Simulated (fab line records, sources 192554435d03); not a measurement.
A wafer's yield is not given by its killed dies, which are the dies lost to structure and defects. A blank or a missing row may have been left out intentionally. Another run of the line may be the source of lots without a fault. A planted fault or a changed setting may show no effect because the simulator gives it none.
fab line records	flow n5_finfet
record lots=12	wafers=32	last_day=17
route steps=1938 shown DUMMY_GATE@218
lots that met no fault: from a run of the same line without faults
start_h: start of the lot's first displayed wafer, in hours after the record's first day	wait_h: time in hours since the lot's previous step	" as in the row above	L1.1+2: a single row standing in for several wafers	- no value, or no start was given	* or withheld: withheld	< > ~ a bound
route shown NAME@n: NAME is a module with steps in the file, n the number in the route of the first one	usual: the fault-free wafers' mean and standard deviation	same: alike in all rows	chamber/n: place in a boat	sites: per-site readings	_std_site: the values' standard deviation	_edge_site: inner sites' mean taken away from outer sites' mean	radius_mm: for every site, how far away it sits from the centre of the wafer	mask NAME#n: copy n	behind: the most recent tool/chamber to have shaped the wafer	hold: cause of the lot's hold/its duration in hours/its outcome	device: transistor that didn't switch, given as n, p or np	end of line: tests of these same wafers at the route's end	for a step that has no rows: nothing shown but its recipe	killed: dies lost to structure and defects at the first sort, not the wafer's yield	map: per-die view of a wafer (x killed, . not killed, _ where there is no die)
set.NAME: setting as actually run; set.NAME@STEP: the setting as run at that earlier step	model.NAME: the simulator's own value behind a step, which no gauge read
one table for each step of the route and one row for each wafer, over a sample of lots
services: from which hour (start_h, from the record's first day; less than 0 if before it) a tool's chamber was out of use, for how many hours, and why
## steps
# step N5_DUMMY_GATE_CMP_04
# recipe material=a-Si	post_cmp_clean=alkaline_brush
# usual motor_current_A=10.4/1.3	time_to_endpoint_s=14.2/1.7
lot.wafer	tool	chamber	start_h	wait_h	motor_current_A	time_to_endpoint_s
L616.2	cmp-02	2	50.56	0.0	9.3	16.2
L616.3	"	1	"	"	9.7	14.4
L616.5	"	2	"	"	8.9	16.0
L617.4	cmp-02	0	53.95	0.0	11.0	14.7
L617.2	"	3	"	"	11.1	12.6
L617.6	"	0	"	"	10.6	12.9
L625.3	cmp-02	0	102.34	0.1	11.0	12.7
L625.2	"	1	"	"	10.0	10.9
L625.6	"	3	"	"	10.4	13.1
L627.4	cmp-01	2	114.87	0.1	10.8	12.0
L627.6	"	0	"	"	11.1	12.7
L627.5	"	1	"	"	13.5	14.7
L628.4	cmp-01	3	123.29	0.0	9.1	15.4
L628.3	"	0	"	"	11.2	15.8
L628.6	"	0	"	"	10.7	17.3
L631.1	cmp-01	2	139.83	0.1	11.2	12.6
L633.5	cmp-02	2	150.44	0.2	9.0	16.4
L634.2	cmp-04	3	156.18	0.0	10.7	17.6
L634.4	"	1	"	"	10.0	15.0
L634.6	"	3	"	"	11.1	15.5
L635.1	cmp-04	3	161.52	0.1	10.4	14.6
L635.5	"	1	"	"	9.7	14.3
L635.6	"	2	"	"	10.5	15.5
L636.2	cmp-01	0	168.07	0.0	11.0	11.1
L636.4	"	2	"	"	10.5	13.3
L636.6	"	1	"	"	13.6	13.9
L637.2	cmp-01	0	173.46	0.1	10.9	14.8
L637.1	"	1	"	"	13.4	15.2
L637.6	"	3	"	"	9.7	15.2
L638.3	cmp-01	3	178.72	0.1	9.7	15.1
L638.2	"	1	"	"	13.9	15.2
L638.5	"	2	"	"	10.9	14.1
# step N5_DUMMY_GATE_CD_MEAS_15
# recipe target_cd_nm=25.8	landing_energy_ev=500	detector=se_inlens
# usual cd_nm=24.99/0.26
lot.wafer	tool	chamber	start_h	wait_h	cd_nm
L616.2	cd_sem-01	0	55.09	-	24.96
L616.3	"	0	"	"	25.30
L616.5	"	0	"	"	24.58
L617.2	cd_sem-01	0	58.52	-	25.15
L617.4	"	0	"	"	24.76
L617.6	"	0	"	"	25.08
L625.2	cd_sem-01	0	106.97	-	24.96
L625.3	"	0	"	"	24.96
L625.6	"	0	"	"	25.45
L627.4	cd_sem-02	0	119.35	-	25.31
L627.5	"	0	"	"	25.39
L627.6	"	0	"	"	24.78
L628.3	cd_sem-01	0	127.83	-	25.24
L628.4	"	0	"	"	25.08
L628.6	"	0	"	"	25.52
L631.1	cd_sem-01	0	144.40	-	25.20
L633.5	cd_sem-03	0	154.95	-	24.85
L634.2	cd_sem-01	0	160.84	-	24.87
L634.4	"	0	"	"	25.01
L634.6	"	0	"	"	24.87
L635.1	cd_sem-02	0	165.99	-	24.51
L635.5	"	0	"	"	25.14
L635.6	"	0	"	"	24.67
L636.2	cd_sem-03	0	172.75	-	25.04
L636.4	"	0	"	"	25.44
L636.6	"	0	"	"	25.14
L637.1	cd_sem-03	0	177.96	-	24.93
L637.2	"	0	"	"	24.90
L637.6	"	0	"	"	24.63
L638.2	cd_sem-02	0	183.35	-	24.66
L638.3	"	0	"	"	24.82
L638.5	"	0	"	"	24.54
# step N5_DUMMY_GATE_ETCH_29
# recipe chemistry=N2/H2	target=underlayer	target_depth_a=130	ion_energy_ev=200	pressure_mtorr=30	source_w=840	bias_w=150	n2_flow_sccm=200	h2_flow_sccm=200
# usual drypump_motor_current_A=5.8/0.41	oes_product_au=0.80/0.1	rf_fwd_power_W=831/3.4	rf_vpp_V=524.9/2.7	showerhead_plenum_p_Torr=2.58/0.094	throttle_valve_pct=17.85/0.27
lot.wafer	tool	chamber	start_h	wait_h	drypump_motor_current_A	oes_product_au	rf_fwd_power_W	rf_hours_counter_h	rf_vpp_V	showerhead_plenum_p_Torr	throttle_valve_pct
L616.2	rie_diel-03	2	55.29	0.0	5.3	0.79	831	104	522.1	2.47	18.05
L616.3	"	3	"	"	5.4	0.70	832	210	522.9	2.52	18.15
L616.5	"	3	"	"	5.4	0.70	829	-	522.5	2.52	18.15
L617.2	rie_diel-06	3	58.71	0.0	5.9	0.88	831	41	529.5	2.70	17.63
L617.4	"	0	"	"	6.0	0.68	835	-	524.0	2.52	18.01
L617.6	"	1	"	"	6.1	0.67	833	-	525.5	2.60	17.86
L625.2	rie_diel-06	3	107.20	0.1	5.8	0.86	832	62	527.9	2.69	17.67
L625.3	"	3	"	"	5.9	0.85	833	-	527.7	2.69	17.66
L625.6	"	3	"	"	5.9	0.85	831	-	528.1	2.69	17.67
L627.4	rie_diel-06	1	119.53	0.0	6.2	1.00	832	2	525.6	2.59	17.47
L627.5	"	2	"	"	5.2	0.92	826	-	525.6	2.59	17.75
L627.6	"	1	"	"	6.2	1.00	833	-	526.4	2.60	17.48
L628.3	rie_diel-06	1	128.13	0.0	6.2	0.97	830	5	526.4	2.59	17.47
L628.4	"	3	"	"	5.9	0.85	831	69	528.2	2.69	17.69
L628.6	"	1	"	"	6.2	0.97	831	-	524.9	2.59	17.47
L631.1	rie_diel-06	0	144.59	0.0	6.0	0.67	834	230	522.3	2.50	18.05
L633.5	rie_diel-06	0	155.19	0.0	6.0	0.67	839	-	522.5	2.50	18.07
L634.2	rie_diel-06	3	161.31	0.0	5.9	0.83	826	81	527.3	2.68	17.71
L634.4	"	0	"	"	6.0	0.66	831	235	522.4	2.50	18.04
L634.6	"	2	"	"	5.2	0.88	829	-	525.1	2.58	17.79
L635.1	rie_diel-02	1	166.18	0.0	6.3	0.76	832	146	527.2	2.66	17.56
L635.5	"	1	"	"	6.3	0.75	830	-	526.4	2.66	17.53
L635.6	"	2	"	"	6.2	0.75	832	-	521.5	2.43	18.25
L636.2	rie_diel-03	1	172.94	0.0	5.9	0.73	827	162	526.9	2.65	18.24
L636.4	"	2	"	"	5.3	0.75	821	143	522.5	2.45	18.13
L636.6	"	2	"	"	5.3	0.76	826	-	520.6	2.46	18.12
L637.1	rie_diel-02	0	178.17	0.0	6.0	0.83	835	71	528.3	2.68	17.54
L637.2	"	2	"	"	6.2	0.75	835	187	519.7	2.42	18.26
L637.6	"	3	"	"	5.6	0.96	833	-	530.3	2.71	17.64
L638.2	rie_diel-02	1	184.35	0.0	6.3	0.74	833	152	527.7	2.65	17.55
L638.3	"	3	"	"	5.6	0.97	835	9	528.2	2.71	17.65
L638.5	"	2	"	"	6.2	0.74	834	-	519.9	2.42	18.27
# step N5_DUMMY_GATE_ETCH_37
# recipe chemistry=N2/H2	target=SOC	target_depth_a=600	overetch_a=300	temp_c=40	ion_energy_ev=200	pressure_mtorr=30	source_w=840	bias_w=150	n2_flow_sccm=200	h2_flow_sccm=200
# usual drypump_motor_current_A=5.8/0.41	oes_product_au=0.64/0.076	rf_fwd_power_W=830/3.5	rf_vpp_V=524.8/2.7	showerhead_plenum_p_Torr=2.58/0.094	throttle_valve_pct=17.78/0.27
lot.wafer	tool	chamber	start_h	wait_h	drypump_motor_current_A	oes_product_au	rf_fwd_power_W	rf_hours_counter_h	rf_vpp_V	showerhead_plenum_p_Torr	throttle_valve_pct
L616.2	rie_diel-03	2	55.37	0.0	5.3	0.64	831	104	521.5	2.47	17.99
L616.3	"	3	"	"	5.3	0.56	829	210	523.8	2.52	18.09
L616.5	"	3	"	"	5.3	0.56	830	-	522.7	2.52	18.08
L617.2	rie_diel-06	3	58.79	0.0	5.9	0.70	830	41	527.4	2.70	17.57
L617.4	"	0	"	"	6.0	0.55	832	-	521.5	2.52	17.93
L617.6	"	1	"	"	6.1	0.54	834	-	525.6	2.60	17.78
L625.2	rie_diel-06	3	107.32	0.0	5.9	0.68	827	62	528.2	2.69	17.62
L625.3	"	3	"	"	5.8	0.67	829	-	527.6	2.69	17.61
L625.6	"	3	"	"	5.8	0.68	828	-	526.8	2.69	17.60
L627.4	rie_diel-06	1	119.61	0.0	6.1	0.77	833	2	526.6	2.60	17.40
L627.5	"	2	"	"	5.2	0.72	826	-	525.6	2.59	17.68
L627.6	"	1	"	"	6.1	0.78	829	-	525.6	2.60	17.39
L628.3	rie_diel-06	1	128.21	0.0	6.1	0.76	832	5	526.4	2.59	17.39
L628.4	"	3	"	"	5.8	0.67	834	69	527.8	2.69	17.62
L628.6	"	1	"	"	6.2	0.75	829	-	524.5	2.59	17.39
L631.1	rie_diel-06	0	144.67	0.0	6.0	0.54	1033	230	487.9	2.51	17.99
L633.5	rie_diel-06	0	155.27	0.0	6.0	0.54	1032	-	486.8	2.50	17.97
L634.2	rie_diel-06	3	161.39	0.0	5.9	0.67	823	81	528.8	2.68	17.64
L634.4	"	0	"	"	6.0	0.53	1038	235	487.2	2.50	17.99
L634.6	"	2	"	"	5.2	0.70	827	-	523.9	2.58	17.71
L635.1	rie_diel-02	1	166.26	0.0	6.3	0.59	832	146	526.2	2.66	17.48
L635.5	"	1	"	"	6.2	0.60	837	-	527.0	2.66	17.48
L635.6	"	2	"	"	6.2	0.60	831	-	519.9	2.43	18.19
L636.2	rie_diel-03	1	173.02	0.0	6.0	0.59	823	162	527.1	2.65	18.17
L636.4	"	2	"	"	5.3	0.61	829	143	520.6	2.46	18.06
L636.6	"	2	"	"	5.3	0.60	829	-	520.1	2.45	18.06
L637.1	rie_diel-02	0	178.25	0.0	6.1	0.66	829	71	526.3	2.68	17.45
L637.2	"	2	"	"	6.2	0.59	831	187	521.2	2.42	18.19
L637.6	"	3	"	"	5.6	0.75	836	-	529.3	2.71	17.57
L638.2	rie_diel-02	1	184.43	0.0	6.2	0.59	833	152	526.1	2.65	17.49
L638.3	"	3	"	"	5.6	0.75	834	9	527.0	2.71	17.58
L638.5	"	2	"	"	6.2	0.59	832	-	522.3	2.42	18.21
## services
tool	chamber	start_h	hours	kind
rie_diel-03	-	29.48	0.5	repair
cmp-04	-	39.09	0.4	repair
cmp-02	-	41.77	5.9	pm
cmp-04	-	41.99	4.0	pm
cmp-01	-	53.93	4.5	pm
rie_diel-06	2	54.54	-	clean
rie_diel-06	2	54.54	-	consumable_replace:focus_ring
rie_diel-06	2	54.54	11.3	scheduled_down
rie_diel-06	2	54.54	11.3	vent_cycle
cmp-02	-	82.01	6.3	repair
rie_diel-02	-	83.82	14.6	pm
cmp-04	-	87.12	1.4	repair
rie_diel-06	1	87.13	-	clean
rie_diel-06	0	88.86	4.1	repair
rie_diel-02	1	113.73	15.6	repair
rie_diel-06	2	117.42	1.2	repair
cmp-02	-	132.53	4.0	pm
cmp-04	-	149.07	6.8	pm
rie_diel-02	3	153.75	1.5	repair
cmp-01	-	160.18	2.3	repair
cmp-04	-	164.22	2.1	repair
rie_diel-03	3	164.52	1.7	repair
cmp-04	-	174.93	1.3	repair
rie_diel-06	-	179.18	14.6	pm
## key
first_sign step=N5_DUMMY_GATE_ETCH_37	reading=rf_fwd_power_W	direction=up	sigmas=58	usual=*	struck=*
effect step=N5_DUMMY_GATE_ETCH_37	reading=rf_vpp_V	direction=down	sigmas=14	usual=524.8	struck=487.3
met_at N5_DUMMY_GATE_ETCH_37
struck_lots L631,L633,L634
struck_wafers L631.1,L633.5,L634.4
rows_end L631.1,L633.5
not_acting_at N5_DUMMY_GATE_CMP_04,N5_DUMMY_GATE_CD_MEAS_15,N5_DUMMY_GATE_ETCH_29
onset_between 58.79 144.67
fault kind=process_parameter_drift	tool=rie_diel-06	chamber=0	onset_h=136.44	steps=N5_DUMMY_GATE_ETCH_37	channel=source_w	offset=201.6	shape=step	acts_in=these_recipes_only	stated=840
# rows_end: these wafers met a further fault down the route, and their rows from its step on are left out
